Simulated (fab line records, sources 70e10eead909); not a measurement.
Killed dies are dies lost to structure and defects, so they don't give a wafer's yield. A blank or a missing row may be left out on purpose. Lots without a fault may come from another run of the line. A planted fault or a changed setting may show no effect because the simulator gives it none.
fab line records | flow nand_harc
record lots=7 wafers=21 last_day=33
route steps=1302 shown A_STAIRCASE@872 END@1302
lots that met no fault: from a run of the same line without faults
start_h: hours from the record's first day to the start of the lot's first wafer shown | wait_h: hours since the lot's step before | " the same as in the row above | L1.1+2: a row that stands for several wafers | - no value, or no start given | * or withheld: withheld | < > ~ a bound
route shown NAME@n: a module of which the file shows steps, and the number in the route of the first | usual: mean/standard deviation of fault-free wafers | same: alike in all rows | chamber/n: place in a boat | sites: the reading at each site | _std_site: their standard deviation | _edge_site: outer sites' mean less inner sites' | radius_mm: how far each site lies from the wafer's centre | mask NAME#n: copy n | behind: the tool/chamber that last shaped the wafer | hold: why the lot was held/for how many hours/how that ended | device: the transistor (n, p or np) that didn't switch | end of line: the same wafers' tests at the end of the route | a step without rows: its recipe alone | killed: dies lost to structure and defects at the first sort, not the wafer's yield | map: a wafer's dies, x killed, . not, _ none there
set.NAME: the setting as run; set.NAME@STEP: as run at that earlier step | model.NAME: the simulator's own value behind a step, which no gauge read
lots at some steps of the route; a table a step, a row a wafer
services: from which hour (start_h, from the record's first day; less than 0 if before it) a tool's chamber was out of use, for how many hours, and why
## steps
# step NHARC_A_STAIRCASE_STRIP_446
# recipe power_w=1500 temp_c=250 chemistry=O2
# usual drypump_motor_current_A=5.6/0.53 heater_power_w=331/17
# columns lot.wafer tool chamber start_h wait_h drypump_motor_current_A heater_power_w rf_hours_counter_h
L732.1 plasma_asher-02 0 442.07 0.0 6.5 354 2
L732.4 " 0 " " 6.5 357 -
L732.5 " 1 " " 5.8 337 -
L740.4 plasma_asher-02 1 530.41 0.2 5.8 341 -
L740.6 " 0 " " 6.5 359 -
L740.5 " 1 " " 5.8 342 -
L741.4 plasma_asher-02 0 544.46 0.1 6.5 355 -
L741.3 " 1 " " 5.8 330 -
L741.6 " 1 " " 5.8 332 -
L743.1 plasma_asher-01 1 548.59 0.0 5.1 316 4
L743.4 " 1 " " 5.1 323 -
L743.6 " 0 " " 5.3 305 -
L744.1 plasma_asher-02 1 548.84 0.1 5.8 344 23
L744.3 " 0 " " 6.5 361 -
L744.6 " 1 " " 5.8 331 -
L749.1 plasma_asher-02 1 629.00 0.1 5.8 354 4
L749.6 " 0 " " 6.5 352 -
L749.5 " 1 " " 5.8 359 -
L753.3 plasma_asher-01 1 653.25 0.3 5.1 319 -
L753.4 " 0 " " 5.4 319 -
L753.5 " 0 " " 5.4 310 -
# step NHARC_A_STAIRCASE_STRIP_447
# recipe time_s=900 temp_c=130 chemistry=SPM
# step NHARC_A_STAIRCASE_PRECLEAN_448
# recipe time_s=* temp_c=50 bath_age_min=0 chemistry=SC1
# step NHARC_A_STAIRCASE_SRD_449
# step NHARC_A_STAIRCASE_CMP_450
# recipe target_thk_nm=200 material=SiO2
# usual motor_current_A=11.6/1.3 slurry_filter_dp_kPa=13.48/0.14
# columns lot.wafer tool chamber start_h wait_h motor_current_A slurry_filter_dp_kPa
L732.1 cmp-01 2 442.88 - 11.6 13.53
L732.4 " 3 " " 10.7 13.30
L732.5 " 2 " " 10.8 13.51
L740.4 cmp-02 0 531.07 - 11.9 13.44
L740.6 " 0 " " 12.0 13.67
L740.5 " 1 " " 13.1 13.46
L741.4 cmp-04 1 545.19 - 11.3 13.47
L741.3 " 2 " " 13.2 13.23
L741.6 " 3 " " 10.9 13.57
L743.1 cmp-04 2 549.41 - 13.7 13.50
L743.4 " 0 " " 11.8 13.52
L743.6 " 1 " " 11.6 13.77
L744.3 cmp-01 0 549.61 - 9.5 13.33
L744.1 " 2 " " 11.3 13.70
L744.6 " 0 " " 9.7 13.32
L749.1 cmp-02 2 629.75 - 11.8 13.61
L749.6 " 2 " " 11.5 13.67
L749.5 " 3 " " 11.1 13.44
L753.4 cmp-04 3 653.96 - 9.9 13.54
L753.3 " 0 " " 12.0 13.50
L753.5 " 3 " " 10.3 13.40
# step NHARC_A_STAIRCASE_CMP_152
# usual motor_current_A=11.5/1.3 slurry_filter_dp_kPa=13.50/0.13
# columns lot.wafer tool chamber start_h wait_h motor_current_A slurry_filter_dp_kPa
L732.1 cmp-01 2 442.96 0.1 11.1 13.47
L732.4 " 3 " " 10.6 13.31
L732.5 " 2 " " 10.8 13.58
L740.4 cmp-02 0 531.14 0.1 12.3 13.60
L740.6 " 0 " " 12.9 13.70
L740.5 " 1 " " 13.4 13.35
L741.4 cmp-04 1 545.27 0.1 11.5 13.50
L741.3 " 2 " " 13.9 13.52
L741.6 " 3 " " 10.5 13.55
L743.1 cmp-04 2 549.48 0.1 14.2 13.77
L743.4 " 0 " " 11.7 13.56
L743.6 " 1 " " 11.2 13.29
L744.3 cmp-01 0 549.69 0.1 9.4 13.44
L744.1 " 2 " " 10.9 13.38
L744.6 " 0 " " 9.6 13.48
L749.1 cmp-02 2 629.82 0.1 12.2 13.42
L749.6 " 2 " " 11.8 13.47
L749.5 " 3 " " 10.5 13.60
L753.4 cmp-04 3 654.04 0.1 10.3 13.61
L753.3 " 0 " " 11.7 13.69
L753.5 " 3 " " 10.6 13.18
# step NHARC_A_STAIRCASE_SRD_154
# step NHARC_A_STAIRCASE_ETCH_403
# recipe target_depth_a=1082 chemistry=dHF material=SiO2
# step NHARC_A_STAIRCASE_ETCHBACK_422
# recipe target_depth_a=400 over_etch_frac=0.3 time_s=74.286 ion_energy_ev=120 ch3f_flow_sccm=50 o2_flow_sccm=30 ar_flow_sccm=200 rf_w=500 bias_w=100 chemistry=CH3F/O2
# usual bias_w=100.01/0.29 ch3f_flow_sccm=50.04/0.13 chamber_pressure_mTorr=25.001/0.024 drypump_motor_current_A=5.6/0.38 oes_product_au=0.96/0.037 rf_vpp_V=244.0/1.7 showerhead_plenum_p_Torr=2.44/0.11 throttle_valve_pct=20.663/0.0095
# columns lot.wafer tool chamber start_h wait_h bias_w ch3f_flow_sccm chamber_pressure_mTorr drypump_motor_current_A oes_product_au rf_hours_counter_h rf_vpp_V showerhead_plenum_p_Torr throttle_valve_pct
L732.1 rie_diel-10 0 443.45 0.2 100.04 49.89 25.047 5.7 0.99 5 242.6 2.35 20.675
L732.5 " 3 " " 99.44 49.87 25.012 5.5 1.01 - 240.8 2.32 20.664
L732.4 " 0 " " 100.37 50.06 25.021 5.7 1.00 - 242.3 2.35 20.660
L740.4 rie_diel-13 0 531.64 0.2 99.84 49.95 25.021 6.0 1.00 0 242.7 2.36 20.665
L740.5 " 1 " " 100.17 49.95 24.989 5.9 1.00 - 244.3 2.50 20.676
L740.6 " 2 " " 100.31 50.00 25.051 5.3 0.98 - 243.2 2.33 20.652
L741.4 rie_diel-13 1 545.76 0.2 99.64 50.12 25.040 5.9 1.00 3 245.6 2.49 20.664
L741.3 " 2 " " 99.62 49.99 25.000 5.3 0.99 3 243.3 2.33 20.656
L741.6 " 0 " " 100.00 50.03 25.025 6.0 1.01 - 243.7 2.36 20.649
L743.1 rie_diel-13 2 549.96 0.2 99.81 50.25 25.027 5.3 0.99 5 242.7 2.33 20.658
L743.4 " 3 " " 99.58 49.86 24.961 5.5 1.00 5 246.1 2.66 20.647
L743.6 " 1 " " 100.07 49.94 24.985 5.9 1.01 - 244.7 2.49 20.669
L744.1 rie_diel-13 2 550.17 0.2 99.83 50.18 24.994 5.3 0.99 5 242.7 2.33 20.650
L744.3 " 0 " " 99.85 50.30 25.030 6.0 1.01 6 243.6 2.36 20.668
L744.6 " 2 " " 99.74 50.14 24.959 5.3 0.99 - 242.8 2.33 20.657
L749.1 rie_diel-02 2 630.28 0.1 99.77 49.92 24.988 5.4 1.01 18 243.5 2.43 20.665
L749.5 " 2 " " 100.03 50.19 24.977 5.4 0.99 - 244.1 2.43 20.659
L749.6 " 3 " " 100.04 49.87 25.022 4.7 0.99 - 244.2 2.45 20.661
L753.4 rie_diel-13 3 654.48 0.1 99.78 50.18 24.988 5.4 0.94 42 246.6 2.64 20.641
L753.3 " 0 " " 99.50 50.13 25.035 6.1 0.95 41 243.2 2.35 20.666
L753.5 " 3 " " 100.04 49.93 25.006 5.4 0.94 - 247.4 2.64 20.678
# step NHARC_A_STAIRCASE_ETCH_423
# recipe target_depth_a=300 chemistry=dHF material=SiO2
# step NHARC_A_STAIRCASE_ETCHBACK_157
# recipe target_depth_a=900 over_etch_frac=0.3 time_s=167.14 ion_energy_ev=120 ch3f_flow_sccm=50 o2_flow_sccm=30 ar_flow_sccm=200 rf_w=500 bias_w=100 chemistry=CH3F/O2
# usual bias_w=100.0/0.32 ch3f_flow_sccm=50.02/0.14 chamber_pressure_mTorr=25.004/0.023 drypump_motor_current_A=5.6/0.38 oes_product_au=0.97/0.034 rf_vpp_V=243.8/1.8 showerhead_plenum_p_Torr=2.42/0.11 throttle_valve_pct=20.664/0.0097
# columns lot.wafer tool chamber start_h wait_h bias_w ch3f_flow_sccm chamber_pressure_mTorr drypump_motor_current_A oes_product_au rf_hours_counter_h rf_vpp_V showerhead_plenum_p_Torr throttle_valve_pct
L732.4 rie_diel-13 2 443.80 0.2 100.3 49.90 25.026 5.3 1.01 24 241.2 2.34 20.662
L732.1 " 0 " " 100.1 49.93 24.997 6.1 0.99 23 243.3 2.37 20.666
L732.5 " 2 " " 100.8 49.78 25.008 5.3 1.00 - 243.4 2.34 20.651
L740.4 rie_diel-02 0 531.95 0.2 100.4 50.17 25.028 5.3 0.93 41 243.9 2.52 20.662
L740.5 " 0 " " 100.5 50.22 25.023 5.3 0.92 - 245.9 2.52 20.665
L740.6 " 1 " " 100.5 49.93 25.047 6.4 0.92 - 247.7 2.64 20.685
L741.3 rie_diel-13 1 546.27 0.3 - - - - - - - - -
L741.4 " 2 " " - - - - - - - - -
L741.6 " 1 " " - - - - - - - - -
L743.4 rie_diel-13 1 550.32 0.2 - - - - - - - - -
L743.1 " 2 " " - - - - - - - - -
L743.6 " 0 " " - - - - - - - - -
L744.1 rie_diel-13 3 550.58 0.2 - - - - - - - - -
L744.3 " 0 " " - - - - - - - - -
L744.6 " 1 " " - - - - - - - - -
L749.1 rie_diel-10 1 630.64 0.2 100.7 50.27 24.987 5.7 0.94 9 244.3 2.44 20.649
L749.5 " 1 " " 99.7 50.20 25.037 5.6 0.92 - 244.4 2.44 20.675
L749.6 " 2 " " 100.4 50.21 24.999 5.2 0.93 - 243.1 2.37 20.662
L753.4 rie_diel-02 0 654.86 0.1 100.5 49.99 25.008 5.3 0.92 27 245.9 2.50 20.672
L753.3 " 3 " " 99.7 50.02 25.000 4.7 0.93 26 244.0 2.45 20.682
L753.5 " 0 " " 100.2 50.09 24.998 5.2 0.93 - 244.0 2.50 20.650
# step NHARC_A_STAIRCASE_STRIP_475
# recipe time_s=20 o2_flow_sccm=500 ar_flow_sccm=0 bias_w=0 chemistry=O2
# usual chamber_pressure_mTorr=60.00/0.057 drypump_motor_current_A=5.6/0.37 oes_product_au=1.003/0.0092 rf_vpp_V=57.6/0.95 showerhead_plenum_p_Torr=3.48/0.15 throttle_valve_pct=17.036/0.008
# columns lot.wafer tool chamber start_h wait_h chamber_pressure_mTorr drypump_motor_current_A oes_product_au rf_hours_counter_h rf_vpp_V showerhead_plenum_p_Torr throttle_valve_pct
L732.1 rie_diel-13 2 - - 60.01 5.4 1.009 24 56.6 3.36 17.052
L732.4 " 0 " " 59.91 6.1 1.005 23 58.1 3.41 17.021
L732.5 " 2 " " 60.02 5.3 1.011 - 57.1 3.36 17.026
L740.4 rie_diel-02 2 - - 60.02 5.4 1.008 36 58.3 3.51 17.041
L740.5 " 1 " " 59.97 6.4 1.007 - 59.8 3.78 17.036
L740.6 " 2 " " 59.98 5.4 1.006 - 57.0 3.51 17.022
L741.4 rie_diel-13 2 546.61 0.3 59.97 5.3 0.994 3 56.9 3.34 17.033
L741.3 " 3 " " 60.01 5.4 1.016 4 58.7 3.81 17.036
L741.6 " 2 " " 60.05 5.3 0.995 - 55.8 3.34 17.043
L743.4 rie_diel-13 0 550.49 0.1 60.05 6.1 0.996 6 57.6 3.39 17.038
L743.1 " 2 " " 59.97 5.3 0.984 5 57.7 3.34 17.046
L743.6 " 3 " " 60.00 5.4 1.006 - 58.0 3.80 17.043
L744.3 rie_diel-13 3 550.73 0.1 59.98 5.5 1.000 6 55.6 3.81 17.039
L744.1 " 0 " " 59.87 6.1 1.002 7 56.5 3.39 17.038
L744.6 " 1 " " 60.07 5.9 0.988 - 58.1 3.58 17.023
L749.1 rie_diel-10 3 - - 60.02 5.5 1.003 7 57.8 3.30 17.039
L749.6 " 0 " " 59.99 5.7 1.002 - 57.4 3.35 17.045
L749.5 " 1 " " 59.94 5.6 1.011 - 58.3 3.50 17.033
L753.3 rie_diel-02 2 - - 59.96 5.4 1.017 25 58.7 3.49 17.030
L753.4 " 1 " " 59.99 6.3 1.003 26 59.5 3.76 17.035
L753.5 " 2 " " 59.97 5.4 1.002 - 57.8 3.49 17.055
# step NHARC_END_SORT_01
# recipe temp_c=25
# usual killed_at_array=46/16 killed_at_other=0.9/1.3 killed_at_periphery=4.1/3 killed_dies=51/17 killed_open=3.5/1.8 killed_short=2.5/1.8
# same gross_dies=677
# columns lot.wafer tool chamber start_h wait_h killed_at_array killed_at_other killed_at_periphery killed_dies killed_open killed_short
L732.1 prober-01 0 571.20 2.5 77 0 4 81 3 1
L732.4 prober-01 0 573.63 3.4 58 0 4 62 4 0
L732.5 prober-01 0 574.44 3.7 74 0 6 80 4 3
L740.4 prober-01 0 661.16 3.5 88 1 7 96 7 3
L740.5 prober-01 0 661.98 3.8 70 0 2 72 1 3
L740.6 prober-01 0 662.80 4.1 81 0 2 83 5 2
L741.3 prober-01 0 669.72 3.1 675 0 2 677 6 1
L741.4 prober-01 0 670.53 3.4 675 0 2 677 3 1
L741.6 prober-01 0 672.14 4.0 675 0 2 677 5 1
L744.1 prober-02 0 678.92 2.5 676 0 1 677 4 4
L744.3 prober-02 0 680.53 3.1 671 0 6 677 6 3
L744.6 prober-02 0 682.93 4.0 671 0 6 677 4 1
L743.1 prober-01 0 689.88 2.5 667 0 10 677 2 2
L743.4 prober-01 0 692.27 3.4 668 2 7 677 4 1
L743.6 prober-01 0 693.86 4.0 667 2 8 677 8 4
L749.1 prober-02 0 768.74 2.5 34 0 8 42 1 1
L749.5 prober-02 0 771.89 3.6 33 2 9 44 3 4
L749.6 prober-02 0 772.67 3.9 25 0 3 28 2 3
L753.3 prober-01 0 784.73 3.1 42 2 3 47 1 1
L753.4 prober-01 0 785.52 3.4 54 1 4 59 5 2
L753.5 prober-01 0 786.32 3.7 39 4 2 45 3 1
# killed by level:class
L732.1 A_CHANNEL_HOLE_D1:chamber_film_flake=29 A_CHANNEL_HOLE_D2:chamber_film_flake=20 A_SLIT:chamber_film_flake=18 A_BLC:geometric_particle:open=3 A_CONTACT:chamber_film_flake=3 P_M1:chamber_film_flake=2 A_CONTACT:unspecified=2 A_WL_FILL:geometric_particle:short=1
L732.4 A_SLIT:chamber_film_flake=16 A_CHANNEL_HOLE_D2:chamber_film_flake=14 A_CHANNEL_HOLE_D1:chamber_film_flake=13 A_CONTACT:chamber_film_flake=3 A_M0:geometric_particle:open=2 P_ZERO_WELL:chamber_film_flake=2 P_M1:chamber_film_flake=2 A_DECK1_JOINT:chamber_film_flake=2
L732.5 A_CHANNEL_HOLE_D1:chamber_film_flake=28 A_CHANNEL_HOLE_D2:chamber_film_flake=14 A_SLIT:chamber_film_flake=11 A_CONTACT:chamber_film_flake=9 P_GATE:chamber_film_flake=3 P_M1:chamber_film_flake=2 A_CHANNEL_FILL_D1:chamber_film_flake=2 A_STAIRCASE:chamber_film_flake=2
L740.4 A_CHANNEL_HOLE_D1:chamber_film_flake=37 A_SLIT:chamber_film_flake=36 P_GATE:chamber_film_flake=4 A_CHANNEL_HOLE_D2:chamber_film_flake=4 A_CONTACT:chamber_film_flake=2 P_CONTACT:geometric_particle:open=1 P_M0:geometric_particle:open=1 A_SOURCE_PLATE:geometric_particle:short=1
L740.5 A_SLIT:chamber_film_flake=29 A_CHANNEL_HOLE_D1:chamber_film_flake=18 A_CHANNEL_HOLE_D2:chamber_film_flake=12 A_CONTACT:chamber_film_flake=6 P_GATE:geometric_particle:open=1 A_ONON_D1:geometric_particle:short=1 A_CHANNEL_FILL_D2:geometric_particle:short=1 A_WL_FILL:geometric_particle:short=1
L740.6 A_CHANNEL_HOLE_D1:chamber_film_flake=33 A_SLIT:chamber_film_flake=21 A_CHANNEL_HOLE_D2:chamber_film_flake=16 A_CONTACT:chamber_film_flake=3 A_M0:geometric_particle:open=2 A_ONON_D1:geometric_particle:short=1 A_CHANNEL_FILL_D2:geometric_particle:short=1 A_WL_FILL:geometric_particle:open=1
L741.3 A_STAIRCASE:area_etchback=610 A_SLIT:chamber_film_flake=31 A_CHANNEL_HOLE_D1:chamber_film_flake=24 A_M0:geometric_particle:open=3 A_STAIRCASE:chamber_film_flake=3 A_CHANNEL_HOLE_D2:chamber_film_flake=2 P_M0:geometric_particle:open=1 P_M1:geometric_particle:open=1
L741.4 A_STAIRCASE:area_etchback=626 A_CHANNEL_HOLE_D1:chamber_film_flake=29 A_SLIT:chamber_film_flake=17 P_GATE:geometric_particle:open=1 P_CONTACT:geometric_particle:short=1 A_ONON_D1:geometric_particle:open=1 A_CHANNEL_FILL_D1:geometric_particle:open=1 A_STAIRCASE:chamber_film_flake=1
L741.6 A_STAIRCASE:area_etchback=624 A_CHANNEL_HOLE_D1:chamber_film_flake=27 A_SLIT:chamber_film_flake=18 A_CHANNEL_HOLE_D2:geometric_particle:open=3 P_M0:geometric_particle:open=1 A_CHANNEL_FILL_D2:geometric_particle:short=1 A_M0:geometric_particle:open=1 P_GATE:chamber_film_flake=1
L744.1 A_STAIRCASE:area_etchback=648 A_CHANNEL_HOLE_D1:chamber_film_flake=8 A_DECK1_JOINT:chamber_film_flake=4 A_CONTACT:chamber_film_flake=4 A_SLIT:chamber_film_flake=3 A_CHANNEL_FILL_D2:geometric_particle:short=2 A_CONTACT:geometric_particle:open=2 A_CHANNEL_FILL_D1:geometric_particle:short=1
L744.3 A_STAIRCASE:area_etchback=651 A_CHANNEL_HOLE_D1:chamber_film_flake=8 P_M1:chamber_film_flake=2 A_CONTACT:chamber_film_flake=2 P_M0:geometric_particle:short=1 P_M0:geometric_particle:open=1 A_ONON_D1:geometric_particle:short=1 A_ONON_D1:geometric_particle:open=1
L744.6 A_STAIRCASE:area_etchback=647 A_CHANNEL_HOLE_D1:chamber_film_flake=17 A_CONTACT:chamber_film_flake=4 P_M1:chamber_film_flake=2 P_M0:geometric_particle:open=1 P_M2:geometric_particle:short=1 P_M2:geometric_particle:open=1 A_CHANNEL_HOLE_D1:geometric_particle:open=1
L743.1 A_STAIRCASE:area_etchback=628 A_CHANNEL_HOLE_D2:chamber_film_flake=16 A_CHANNEL_HOLE_D1:chamber_film_flake=8 P_GATE:chamber_film_flake=4 P_M1:chamber_film_flake=4 A_M1:chamber_film_flake=4 A_WL_FILL:chamber_film_flake=3 A_SLIT:chamber_film_flake=2
L743.4 A_STAIRCASE:area_etchback=636 A_CHANNEL_HOLE_D2:chamber_film_flake=12 P_M1:chamber_film_flake=4 A_CHANNEL_HOLE_D1:chamber_film_flake=4 A_M1:chamber_film_flake=4 A_STAIRCASE:chamber_film_flake=2 A_WL_FILL:chamber_film_flake=2 A_CONTACT:chamber_film_flake=2
L743.6 A_STAIRCASE:area_etchback=633 A_CHANNEL_HOLE_D2:chamber_film_flake=15 A_CHANNEL_HOLE_D1:chamber_film_flake=8 P_M0:geometric_particle:open=4 P_M1:chamber_film_flake=2 A_SLIT:chamber_film_flake=2 A_WL_FILL:chamber_film_flake=2 A_M1:chamber_film_flake=2
L749.1 A_CHANNEL_HOLE_D1:chamber_film_flake=9 A_CONTACT:chamber_film_flake=8 A_SLIT:chamber_film_flake=6 P_STI:chamber_film_flake=3 P_M1:chamber_film_flake=3 A_CHANNEL_FILL_D1:chamber_film_flake=3 A_STAIRCASE:chamber_film_flake=2 A_CHANNEL_HOLE_D2:chamber_film_flake=2
L749.5 A_CONTACT:chamber_film_flake=11 A_CHANNEL_HOLE_D1:chamber_film_flake=4 P_M1:chamber_film_flake=3 A_WL_FILL:chamber_film_flake=3 P_STI:chamber_film_flake=2 P_GATE:chamber_film_flake=2 THIN_TSV:chamber_film_flake=2 A_STAIRCASE:chamber_film_flake=2
L749.6 A_CHANNEL_HOLE_D1:chamber_film_flake=10 A_CONTACT:chamber_film_flake=6 P_M1:chamber_film_flake=2 A_CHANNEL_FILL_D1:chamber_film_flake=2 A_CHANNEL_FILL_D2:geometric_particle:open=1 A_CHANNEL_FILL_D2:geometric_particle:short=1 A_SGD_CUT:geometric_particle:open=1 A_WL_FILL:geometric_particle:short=1
L753.3 A_CHANNEL_HOLE_D2:chamber_film_flake=17 A_STAIRCASE:chamber_film_flake=6 A_SLIT:chamber_film_flake=6 A_CHANNEL_HOLE_D1:chamber_film_flake=4 A_WL_FILL:chamber_film_flake=3 A_CONTACT:chamber_film_flake=3 P_ZERO_WELL:chamber_film_flake=2 THIN_TSV:chamber_film_flake=2
L753.4 A_CHANNEL_HOLE_D2:chamber_film_flake=25 A_CHANNEL_HOLE_D1:chamber_film_flake=8 A_SLIT:chamber_film_flake=7 A_STAIRCASE:chamber_film_flake=4 P_ZERO_WELL:chamber_film_flake=2 P_STI:chamber_film_flake=2 A_CONTACT:chamber_film_flake=2 A_ONON_D1:geometric_particle:open=1
L753.5 A_CHANNEL_HOLE_D2:chamber_film_flake=13 A_CHANNEL_HOLE_D1:chamber_film_flake=8 A_SLIT:chamber_film_flake=7 THIN_TSV:chamber_film_flake=4 A_SGD_CUT:chamber_film_flake=3 A_STAIRCASE:chamber_film_flake=3 A_ONON_D2:geometric_particle:open=1 A_STAIRCASE:geometric_particle:open=1
# map L741.3 (x killed, . not)
____________x____________
_________xxxxxxx_________
_______xxxxxxxxxxx_______
______xxxxxxxxxxxxx______
_____xxxxxxxxxxxxxxx_____
____xxxxxxxxxxxxxxxxx____
____xxxxxxxxxxxxxxxxx____
___xxxxxxxxxxxxxxxxxxx___
___xxxxxxxxxxxxxxxxxxx___
__xxxxxxxxxxxxxxxxxxxxx__
__xxxxxxxxxxxxxxxxxxxxx__
_xxxxxxxxxxxxxxxxxxxxxxx_
_xxxxxxxxxxxxxxxxxxxxxxx_
_xxxxxxxxxxxxxxxxxxxxxxx_
_xxxxxxxxxxxxxxxxxxxxxxx_
_xxxxxxxxxxxxxxxxxxxxxxx_
xxxxxxxxxxxxxxxxxxxxxxxxx
xxxxxxxxxxxxxxxxxxxxxxxxx
xxxxxxxxxxxxxxxxxxxxxxxxx
xxxxxxxxxxxxxxxxxxxxxxxxx
xxxxxxxxxxxxxxxxxxxxxxxxx
_xxxxxxxxxxxxxxxxxxxxxxx_
_xxxxxxxxxxxxxxxxxxxxxxx_
_xxxxxxxxxxxxxxxxxxxxxxx_
_xxxxxxxxxxxxxxxxxxxxxxx_
_xxxxxxxxxxxxxxxxxxxxxxx_
__xxxxxxxxxxxxxxxxxxxxx__
__xxxxxxxxxxxxxxxxxxxxx__
___xxxxxxxxxxxxxxxxxxx___
___xxxxxxxxxxxxxxxxxxx___
____xxxxxxxxxxxxxxxxx____
____xxxxxxxxxxxxxxxxx____
_____xxxxxxxxxxxxxxx_____
______xxxxxxxxxxxxx______
_______xxxxxxxxxxx_______
_________xxxxxxx_________
____________x____________
# map L743.1 (x killed, . not)
____________x____________
_________xxxxxxx_________
_______xxxxxxxxxxx_______
______xxxxxxxxxxxxx______
_____xxxxxxxxxxxxxxx_____
____xxxxxxxxxxxxxxxxx____
____xxxxxxxxxxxxxxxxx____
___xxxxxxxxxxxxxxxxxxx___
___xxxxxxxxxxxxxxxxxxx___
__xxxxxxxxxxxxxxxxxxxxx__
__xxxxxxxxxxxxxxxxxxxxx__
_xxxxxxxxxxxxxxxxxxxxxxx_
_xxxxxxxxxxxxxxxxxxxxxxx_
_xxxxxxxxxxxxxxxxxxxxxxx_
_xxxxxxxxxxxxxxxxxxxxxxx_
_xxxxxxxxxxxxxxxxxxxxxxx_
xxxxxxxxxxxxxxxxxxxxxxxxx
xxxxxxxxxxxxxxxxxxxxxxxxx
xxxxxxxxxxxxxxxxxxxxxxxxx
xxxxxxxxxxxxxxxxxxxxxxxxx
xxxxxxxxxxxxxxxxxxxxxxxxx
_xxxxxxxxxxxxxxxxxxxxxxx_
_xxxxxxxxxxxxxxxxxxxxxxx_
_xxxxxxxxxxxxxxxxxxxxxxx_
_xxxxxxxxxxxxxxxxxxxxxxx_
_xxxxxxxxxxxxxxxxxxxxxxx_
__xxxxxxxxxxxxxxxxxxxxx__
__xxxxxxxxxxxxxxxxxxxxx__
___xxxxxxxxxxxxxxxxxxx___
___xxxxxxxxxxxxxxxxxxx___
____xxxxxxxxxxxxxxxxx____
____xxxxxxxxxxxxxxxxx____
_____xxxxxxxxxxxxxxx_____
______xxxxxxxxxxxxx______
_______xxxxxxxxxxx_______
_________xxxxxxx_________
____________x____________
## services
# columns tool chamber start_h hours kind
plasma_asher-02 - 426.00 9.0 pm
cmp-02 - 428.63 4.0 pm
rie_diel-02 2 432.93 5.3 repair
plasma_asher-02 - 438.11 1.2 repair
cmp-04 - 439.03 3.1 repair
cmp-01 - 452.85 0.8 repair
cmp-04 - 460.10 0.2 repair
cmp-04 - 462.88 6.6 repair
rie_diel-02 2 477.98 4.5 repair
cmp-01 - 482.12 4.0 pm
rie_diel-02 2 488.79 12.6 repair
cmp-04 - 499.61 0.6 repair
rie_diel-02 0 499.98 5.0 repair
cmp-04 - 503.04 4.0 pm
cmp-04 - 508.93 4.4 repair
cmp-04 - 519.15 0.3 repair
rie_diel-13 - 521.23 9.0 pm
rie_diel-02 - 570.85 9.0 pm
cmp-04 - 578.54 0.4 repair
rie_diel-13 0 585.30 4.4 repair
cmp-04 - 601.04 4.0 pm
plasma_asher-02 - 603.00 9.0 pm
cmp-04 - 636.89 0.8 repair
plasma_asher-02 - 645.64 0.9 repair
## key
first_sign step=NHARC_A_STAIRCASE_ETCHBACK_157 reading=tool_record direction=missing
effect step=NHARC_END_SORT_01 reading=killed_at_array direction=up sigmas=38 usual=46 struck=672
more_kills_born_at NHARC_A_STAIRCASE_ETCHBACK_157@rie_diel-13=5703
met_at NHARC_A_STAIRCASE_ETCHBACK_157
struck_wafers L741.3,L741.4,L741.6,L743.1,L743.4,L743.6,L744.1,L744.3,L744.6
later_rows_left_out L741.3,L741.4,L741.6,L743.1,L743.4,L743.6,L744.1,L744.3,L744.6
tester_left_out L741,L743,L744
onset_between 443.80 546.27
fault kind=skipped_step_whole tool=rie_diel-13 chamber=- onset_h=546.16 steps=NHARC_A_STAIRCASE_ETCHBACK_157 scope=struck_lots_only
# tester_left_out: of these lots the tester's yield and bins aren't shown, on N5 and GAA mostly nor the transistor test; their killed dies are dies lost to structure and defects alone, not to doping, threshold or leakage, so they don't give the yield
# later_rows_left_out: the simulator's readings of these wafers behind a module that went badly wrong aren't trusted and aren't shown, but for the sort
